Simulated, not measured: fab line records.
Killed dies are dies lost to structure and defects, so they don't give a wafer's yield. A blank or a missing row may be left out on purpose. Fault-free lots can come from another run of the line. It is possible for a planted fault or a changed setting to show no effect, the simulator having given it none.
Struck lot and sound lot, side by side + flow nandHarc + 36 steps out of a route of 1302
Sound: wafers L305.2, L305.5, L305.6. Struck: wafers L294.2, L294.4 (left out: L294.1, a lot-mate that was not struck); the cause follows at the end.
Per side, at each step with rows, come the tool, then ch with its chambers, and then its first start. Under that, the readings that differ: sound wafers + struck wafers + difference of the means + sigmas: that difference in standard deviations of wafers without a fault.
alike: same words and numbers on both sides, and readings whose means sit less than 2 such deviations apart. not compared: any withheld reading, any reading some wafer has no value for, any bound like >300 that may hide the same value, and any number with overlapping values for which the record gives no deviation.
The two part at a step that has a row with sigmas, a row that says differs or no value, or rows on one side only. Numbers that don't overlap but have no deviation are shown without sigmas and don't part them. Lack of a reading on every wafer of one side parts them only where that side has two or more wafers.

first, 9 steps without rows for these wafers: NHARC_P_M2_STRIP_19 (strips in post etch residue remover, time 600 s); NHARC_P_M2_DEGAS_29 (time 60 s); NHARC_P_M2_PRE_CLEAN_30 (time 30 s); NHARC_P_M2_PVD_20 (deposits TaN, target thk 5 nm, time 8.06 s); NHARC_P_M2_PVD_21 (deposits Cu, target thk 30 nm, time 20.49 s); NHARC_P_M2_ECD_22 (material Cu, target thk 400 nm); NHARC_P_M2_ANNEAL_31 (time 90 s); NHARC_P_M2_CMP_23 (polishes, t overpolish 20 s, target thk 144.3 nm); NHARC_P_M2_SRD_25.
NHARC_P_M2_PRE_CLEAN_32: time 12 s.
  sound on pecvd-03 ch 0,2, day 14 20:01; struck on pecvd-01 ch 0, day 10 02:16
| reading         | sound             | struck      | difference | sigmas |
|-----------------|-------------------|-------------|------------|--------|
| rfFwdPowerW (W) | 290.9 290.6 291.6 | 293.6 293.2 | +2.4       | +2     |
  alike: heaterPowerOuterW, heaterPowerW, susceptorTempC
then, 25 steps without rows for these wafers: NHARC_P_M2_DEP_33 (deposits SiCN, target thk 30 nm); NHARC_P_BONDPAD_DEP_00 (deposits SiCN, target thk 250 nm); NHARC_P_BONDPAD_CMP_32 (polishes SiCN, target thk 200 nm); NHARC_P_BONDPAD_SRD_34; NHARC_P_BONDPAD_DEHYDRATE_01 (time 120 s); NHARC_P_BONDPAD_HMDS_02 (time 30 s); NHARC_P_BONDPAD_COAT_36 (time 65 s); NHARC_P_BONDPAD_COAT_03 (resist thk 600 nm); NHARC_P_BONDPAD_SOFTBAKE_04 (time 70 s); NHARC_P_BONDPAD_EBR_05; NHARC_P_BONDPAD_EXPOSE_06 (exposes mask P BPAD); NHARC_P_BONDPAD_PEB_07 (peb time 80 s); NHARC_P_BONDPAD_DEVELOP_08 (time 50 s); NHARC_P_BONDPAD_HARDBAKE_10 (time 65 s); NHARC_P_BONDPAD_DESCUM_11 (chemistry O2, time 3 s); NHARC_P_BONDPAD_ETCH_37 (etches the open film in N2/H2, target depth 60 nm, overetch 18 nm, time 65.91 s); NHARC_P_BONDPAD_ETCH_12 (etches the open film in CHF3/O2, target depth 200 nm, time 100 s); NHARC_P_BONDPAD_STRIP_15 (strips in O2); NHARC_P_BONDPAD_ETCH_24 (etches the open film in CF4/N2, target depth 30 nm, time 72.99 s); NHARC_P_BONDPAD_STRIP_16 (strips in post etch residue remover, time 600 s); NHARC_P_BONDPAD_DEGAS_25 (time 60 s); NHARC_P_BONDPAD_PRE_CLEAN_26 (time 30 s); NHARC_P_BONDPAD_PVD_17 (deposits TaN, target thk 5 nm, time 8.06 s); NHARC_P_BONDPAD_PVD_27 (deposits Cu, target thk 30 nm, time 20.49 s); NHARC_P_BONDPAD_ECD_18 (material Cu, target thk 400 nm).
-- jump in the record: it breaks off in module P_BONDPAD and resumes in module END (first step shown: number 1302 of the route), and 18 days separate the struck wafers' starts before and after --
NHARC_END_SORT_01:
  only the struck wafers appear in the record here, on prober-01 ch 0 at day 28 05:09; the sound ones have no rows

WHERE THEY PART
Earliest at NHARC_P_M2_PRE_CLEAN_32; latest, in this record, at NHARC_END_SORT_01.

WHY: whatever the simulator had introduced
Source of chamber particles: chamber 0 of pecvd-01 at NHARC_P_M2_PRE_CLEAN_32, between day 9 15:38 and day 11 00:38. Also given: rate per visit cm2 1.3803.
